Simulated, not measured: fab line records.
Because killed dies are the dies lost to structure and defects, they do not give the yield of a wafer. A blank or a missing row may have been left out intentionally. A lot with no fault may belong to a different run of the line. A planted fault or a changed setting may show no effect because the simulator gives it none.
What tool caused it?	flow nand_harc	12 lots with 36 wafers sampled at 6 steps, on a route of 1159 steps

== WHAT THE GAUGES SHOWED, per wafer ==
NHARC_P_M2_CD_MEAS_16.
lot	measured	on	cd_nm (nm)
L075	day 6 20:02	cd_sem-01	169.4 168.2 169.8
L079	day 7 03:17	cd_sem-02	170.8 169.4 169.9
L077	day 7 10:46	cd_sem-01	169.1 169.1 170.0
L081	day 7 20:24	cd_sem-03	170.2 170.6 170.1
L084	day 8 06:53	cd_sem-03	169.7 169.6 169.9
L085	day 9 12:41	cd_sem-03	169.0 169.1 168.9
L086	day 9 14:08	cd_sem-02	168.8 169.6 170.2
L089	day 10 05:15	cd_sem-01	169.2 168.2 169.1
L090	day 10 10:15	cd_sem-01	169.5 169.2 169.3
L093	day 11 00:19	cd_sem-02	168.2 167.7 169.2
L095	day 11 08:07	cd_sem-02	168.5 169.5 168.6
L097	day 11 21:31	cd_sem-03	168.4 169.1 168.3

== WHICH TOOL RAN EACH LOT (tool, then ch and the chambers of the sampled wafers, then the start) ==
lot	NHARC_P_M0_PRE_CLEAN_29	NHARC_P_M0_PRE_CLEAN_31	NHARC_P_M1_ETCH_15	NHARC_P_M1_DEGAS_29	NHARC_P_M1_PVD_21
L075	pvd_sputter-03, day 6 14:10 or earlier	pecvd-04 ch 1,2, day 6 14:10	rie_diel-03 ch 0,1,3, day 6 16:37 or earlier	pvd_sputter-03, day 6 16:37	pvd_sputter-03, day 6 20:02 or earlier
L079	pvd_sputter-01, day 6 21:13 or earlier	pecvd-01 ch 0,1, day 6 21:13	rie_diel-08 ch 1,2, day 6 23:49 or earlier	pvd_sputter-02, day 6 23:49	pvd_sputter-02, day 7 03:17 or earlier
L077	pvd_sputter-02, day 7 04:13 or earlier	pecvd-01 ch 1,2, day 7 04:13	rie_diel-08 ch 0,2,3, day 7 06:45 or earlier	pvd_sputter-01, day 7 06:45	pvd_sputter-01, day 7 10:46 or earlier
L081	pvd_sputter-03, day 7 14:01 or earlier	pecvd-01 ch 0,1,2, day 7 14:01	rie_diel-08 ch 0,2, day 7 16:32 or earlier	pvd_sputter-03, day 7 16:32	pvd_sputter-03, day 7 20:24 or earlier
L084	pvd_sputter-02, day 8 00:32 or earlier	pecvd-02 ch 1,2, day 8 00:32	rie_diel-03 ch 0,1, day 8 03:20 or earlier	pvd_sputter-03, day 8 03:20	pvd_sputter-03, day 8 06:53 or earlier
L085	pvd_sputter-02, day 9 06:32 or earlier	pecvd-01 ch 0,1,2, day 9 06:32	rie_diel-02 ch 0,2,3, day 9 09:01 or earlier	pvd_sputter-02, day 9 09:01	pvd_sputter-02, day 9 12:41 or earlier
L086	pvd_sputter-02, day 9 07:41 or earlier	pecvd-02 ch 0,1,2, day 9 07:41	rie_diel-02 ch 1,2, day 9 10:13 or earlier	pvd_sputter-03, day 9 10:13	pvd_sputter-03, day 9 14:08 or earlier
L089	pvd_sputter-01, day 9 22:38 or earlier	pecvd-01 ch 0,1, day 9 22:38	rie_diel-02 ch 0,3, day 10 01:17 or earlier	pvd_sputter-03, day 10 01:17	pvd_sputter-03, day 10 05:15 or earlier
L090	pvd_sputter-01, day 10 03:35 or earlier	pecvd-01 ch 0,2, day 10 03:35	rie_diel-08 ch 2,3, day 10 06:23 or earlier	pvd_sputter-01, day 10 06:23	pvd_sputter-01, day 10 10:15 or earlier
L093	pvd_sputter-01, day 10 18:20 or earlier	pecvd-01 ch 0,1,2, day 10 18:20	rie_diel-08 ch 1,2, day 10 20:52 or earlier	pvd_sputter-02, day 10 20:52	pvd_sputter-02, day 11 00:19 or earlier
L095	pvd_sputter-02, day 11 01:49 or earlier	pecvd-02 ch 0,1, day 11 01:49	rie_diel-03 ch 0,1,3, day 11 04:35 or earlier	pvd_sputter-02, day 11 04:35	pvd_sputter-02, day 11 08:07 or earlier
L097	pvd_sputter-01, day 11 15:05 or earlier	pecvd-02 ch 0,1, day 11 15:05	rie_diel-03 ch 1,2,3, day 11 18:06 or earlier	pvd_sputter-03, day 11 18:06	pvd_sputter-03, day 11 21:31 or earlier
- NHARC_P_M0_PRE_CLEAN_29: time 30 s.
- NHARC_P_M0_PRE_CLEAN_31: time 12 s.
- NHARC_P_M1_ETCH_15: etches the open film in C4F8/Ar, target depth 182.5 nm, time 91.2 s.
- NHARC_P_M1_DEGAS_29: time 60 s.
- NHARC_P_M1_PVD_21: deposits Cu, target thk 30 nm, time 20.49 s.

== THE ANSWER, worked out from the rows above alone ==
Rule: the usual values come from the lots themselves. Put in order of their means at a reading, lots are off if they are a third of the lots or fewer, leave a main group of 4 or more, and stand apart from it by a gap of 3 or more times the standard deviation of the main group's means; of several such gaps the widest counts. If all means in a main group match to the digits the tables above print for the reading, that group is not used. Also off: a lot with no number at a reading for which 4 or more lots have one. Where the step has rows for the other lots, those lots are counted as sound.
Across all readings shown, no lot is off: no conclusion can be drawn from this.

== WHAT THE SIMULATOR HAD INSERTED ==
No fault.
